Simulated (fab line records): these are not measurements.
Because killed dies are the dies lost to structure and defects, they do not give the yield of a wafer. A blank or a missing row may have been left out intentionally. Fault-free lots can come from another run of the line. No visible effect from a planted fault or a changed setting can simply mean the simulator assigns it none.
Chamber matching | flow n5_finfet | N5_MOL_CONTACT_COAG_ALD_20 on ald_metal-03: 4 sister chambers
The step deposits TiN, target thk 1.5 nm, pulse time 1 s, purge time 3 s. 33 wafers are shown with their chamber, then 12 later ones without.

## EACH WAFER AND ITS CHAMBER
wafer  | chamber | heater_power_w (W) | precursor_pulse_height_rel
L079.2 | 0       | 825                | 0.998
L079.4 | 3       | 897                | 0.990
L079.6 | 0       | 845                | 0.951
L080.1 | 3       | 889                | 1.011
L080.2 | 2       | 764                | 0.993
L080.6 | 2       | 785                | 0.964
L082.4 | 2       | 804                | 1.017
L082.5 | 1       | 904                | 0.985
L082.6 | 2       | 777                | 0.984
L084.1 | 2       | 795                | 1.016
L084.4 | 1       | 863                | 1.024
L084.6 | 2       | 785                | 1.007
L085.2 | 1       | 901                | 0.987
L085.3 | 3       | 916                | 0.991
L085.6 | 3       | 913                | 1.006
L086.2 | 3       | 898                | 1.010
L086.3 | 0       | 852                | 1.011
L086.4 | 1       | 911                | 1.023
L088.2 | 3       | 888                | 1.024
L088.5 | 2       | 776                | 0.988
L088.6 | 1       | 881                | 0.993
L089.2 | 0       | 849                | 1.015
L089.4 | 1       | 883                | 0.992
L089.5 | 1       | 897                | 1.022
L090.2 | 0       | 844                | 0.998
L090.3 | 3       | 899                | 0.974
L090.4 | 1       | 900                | 0.980
L091.3 | 3       | 895                | 1.019
L091.4 | 2       | 802                | 1.010
L091.6 | 3       | 886                | 0.982
L092.4 | 2       | 795                | 1.032
L092.5 | 0       | 848                | 0.968
L092.6 | 3       | 906                | 1.010

SIGNATURES (means of the wafers above)
reading                    | chamber 0 | chamber 1 | chamber 2 | chamber 3 | scatter within a chamber
heater_power_w             | 843.83    | 892.50    | 787.00    | 898.70    | 12.5
precursor_pulse_height_rel | 0.99017   | 1.00075   | 1.00122   | 1.00170   | 0.02
Rule: for a wafer and a chamber, the distance is found by dividing, reading by reading, the gap between the wafer's reading and the chamber's mean by the reading's scatter, squaring, summing and taking the root. If the next closest chamber is less than 2 further off than the closest, the wafer can't be placed; otherwise it belongs to the closest. The scatter is the square root of a quotient: the sum, over the shown wafers, of each reading's squared deviation from its chamber's mean, divided by wafers minus chambers.

## WAFERS MISSING THEIR CHAMBER
wafer  | heater_power_w (W) | precursor_pulse_height_rel
L093.1 | 796                | 1.001
L093.2 | 918                | 1.048
L093.4 | 897                | 1.014
L095.1 | 832                | 0.975
L095.4 | 911                | 0.992
L095.5 | 805                | 1.014
L096.3 | 801                | 1.022
L096.5 | 907                | 1.008
L096.6 | 783                | 1.036
L097.1 | 896                | 1.005
L097.5 | 785                | 1.014
L097.6 | 932                | 1.031

## WHICH CHAMBER EACH WENT THROUGH
wafer  | from the rows above     | in truth
L093.1 | 2                       | 2
L093.2 | can't be placed: 3 or 1 | 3
L093.4 | can't be placed: 3 or 1 | 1
L095.1 | 0                       | 0
L095.4 | can't be placed: 3 or 1 | 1
L095.5 | can't be placed: 2 or 0 | 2
L096.3 | 2                       | 2
L096.5 | can't be placed: 3 or 1 | 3
L096.6 | 2                       | 2
L097.1 | can't be placed: 3 or 1 | 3
L097.5 | 2                       | 2
L097.6 | can't be placed: 3 or 1 | 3
Correctly placed: 5 of 12. Unplaceable from these rows: 7, with the true chamber sitting among the candidates in 7. Wrongly placed: 0.
